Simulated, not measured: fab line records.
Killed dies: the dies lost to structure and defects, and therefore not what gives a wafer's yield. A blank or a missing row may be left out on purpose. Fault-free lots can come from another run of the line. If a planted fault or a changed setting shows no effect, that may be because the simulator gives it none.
A single fault, viewed from 2 desks	flow n5Finfet	each desk has only its own numbers; what lay behind them comes last

METROLOGY DESK
Means of the sampled wafers that have a number, per lot and without regard to the tool the lot ran on: this is what the gauges read. Marked OUT: a lot whose mean sits more than 4 standard deviations from the usual mean, which makes it out of limits; the brackets give that distance. Only the readings that lie furthest out on some lot appear, 7 of the 10 it has.
Columns: A = DIBL_P at N5_BEOL_M4_RC_MEAS_101, usual 36.5 mV/V; B = IOFF_N at N5_BEOL_M4_RC_MEAS_101, usual 0.16 nA/um; C = IOFF_P at N5_BEOL_M4_RC_MEAS_101, usual 0.21 nA/um; D = ION_N at N5_BEOL_M4_RC_MEAS_101, usual 675 uA/um; E = SS_N at N5_BEOL_M4_RC_MEAS_101, usual 71.6 mV/dec; F = VT_N at N5_BEOL_M4_RC_MEAS_101, usual 249 mV; G = VT_P at N5_BEOL_M4_RC_MEAS_101, usual -250 mV
lot	first seen here	A	B	C	D	E	F	G
L734	day 7 15:28	36.2	0.15	0.19	676	71.5	252	-253
L736	day 8 07:23	36.9	0.15	0.22	673	71.3	250	-250
L735	day 8 11:33	35.8	0.16	0.23	676	71.7	249	-248
L737	day 8 13:29	35.3	0.13	0.17	680	71.2	253	-254
L739	day 8 14:51	35.7	0.15	0.20	680	71.3	251	-251
L744	day 10 07:21	35.0	0.14	0.21	681	70.9	251	-249
L746	day 10 15:11	37.7	0.18	0.25	681	71.9	247	-246
L748	day 11 13:41	37.4	0.19	0.29	682	71.6	246	-243
L754	day 13 00:05	33.9	0.14	0.18	677	71.5	249	-252
L755	day 13 03:38	39.2	0.24	0.24	700	72.6	243	-250
L757	day 13 10:06	36.6	0.16	0.20	675	71.7	249	-253
This desk's finding: nothing out of limits on any of the 11 lots.

DESK OF THE TOOL OWNER: lithoTrack-02
The tool's own readings at N5_BEOL_M2_COAT_61 (time 60 s, resist thk 60 nm): means of the sampled wafers that have a number, for each lot that ran on this tool. Marked OUT: a lot whose mean sits more than 4 standard deviations from the usual mean, which makes it out of limits; the brackets give that distance.
Columns: A = spinSpeedRpm at N5_BEOL_M2_COAT_61, usual 1500.0 rpm
lot	first seen here	A
L734	day 6 07:08	1500.7
L739	day 7 10:56	1501.0
L744	day 8 23:51	1417.0 (-83) OUT
L746	day 9 13:44	1416.3 (-84) OUT
This desk finds L744, L746 out of limits, L744 being first, at day 8 23:51 (spinSpeedRpm at N5_BEOL_M2_COAT_61). L734, L739: within limits.

TAKEN TOGETHER
The tool owner's desk could have raised an alarm at day 8 23:51, on L744, L746.
At the metrology desk, nothing out of limits was observed.
The metrology desk has L744, L746 on record, within its limits.
Of the lots named, all ran N5_BEOL_M2_COAT_61 on lithoTrack-02.

WHAT HAD BEEN PUT IN BY THE SIMULATOR
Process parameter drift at N5_BEOL_M2_COAT_61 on lithoTrack-02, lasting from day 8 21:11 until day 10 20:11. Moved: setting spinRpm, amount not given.
Lots struck among those shown: L744, L746.
Time in hours from fault onset to the first out-of-limits reading at each desk: the tool owner's desk, 3.
